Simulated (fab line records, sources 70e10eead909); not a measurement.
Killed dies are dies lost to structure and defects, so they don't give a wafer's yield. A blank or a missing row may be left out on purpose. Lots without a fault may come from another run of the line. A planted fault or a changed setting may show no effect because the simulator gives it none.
Which tool did it? | flow nand_harc | 6 lots, 18 wafers sampled, at 4 steps of a route of 1302

WHAT THE GAUGES READ, wafer by wafer
NHARC_END_SORT_01.
lot  | measured     | on        | killed_at_periphery
L797 | day 26 21:51 | prober-02 | 1 2 2
L811 | day 31 07:20 | prober-02 | 8 6 12

WHICH TOOL RAN EACH LOT (tool, then ch and the chambers of the sampled wafers, then the start)
lot  | NHARC_P_BONDPAD_CMP_32        | NHARC_P_BONDPAD_DESCUM_11          | NHARC_A_ZERO_WELL_SOFTBAKE_05
L797 | cmp-02 ch 0,2,3, day 7 14:02  | rie_diel-08 ch 2, day 7 15:01      | litho_track-07 ch 0, day 7 18:00
L804 | cmp-04 ch 0,1,2, day 10 01:50 | rie_diel-13 ch 0,1,3, day 10 02:50 | litho_track-07 ch 0, day 10 06:00
L806 | cmp-02 ch 0,2,3, day 11 06:27 | rie_diel-08 ch 1,2,3, day 11 07:20 | litho_track-05 ch 0, day 11 10:00
L808 | cmp-04 ch 0,1,3, day 12 15:22 | rie_diel-13 ch 0,2,3, day 12 16:20 | litho_track-07 ch 0, day 12 19:00
L811 | cmp-01 ch 0,2,3, day 13 01:58 | rie_diel-13 ch 0,1, day 13 02:52   | litho_track-07 ch 0, day 13 06:00
L817 | cmp-02 ch 2,3, day 15 19:48   | rie_diel-12 ch 1,3, day 15 20:49   | litho_track-03 ch 0, day 16 00:00
- NHARC_P_BONDPAD_CMP_32: polishes SiCN, target thk 200 nm.
- NHARC_P_BONDPAD_DESCUM_11: chemistry O2, time 3 s.
- NHARC_A_ZERO_WELL_SOFTBAKE_05: time 70 s.

THE ANSWER, worked out from the rows above alone
Rule: what is usual is taken from the lots themselves. Put in order of their means at a reading, lots are off if they are a third of the lots or fewer, leave a main group of 4 or more, and stand apart from it by a gap of 3 or more times the standard deviation of the main group's means; of several such gaps the widest counts. A main group whose means are all the same, to the digits that the tables above print for the reading, isn't used. A lot without any number at a reading at which 4 lots or more have one is off too. The other lots that the step has rows for count as sound.
No lot is off at any reading shown: from this, nothing can be told.

WHAT THE SIMULATOR HAD PUT IN
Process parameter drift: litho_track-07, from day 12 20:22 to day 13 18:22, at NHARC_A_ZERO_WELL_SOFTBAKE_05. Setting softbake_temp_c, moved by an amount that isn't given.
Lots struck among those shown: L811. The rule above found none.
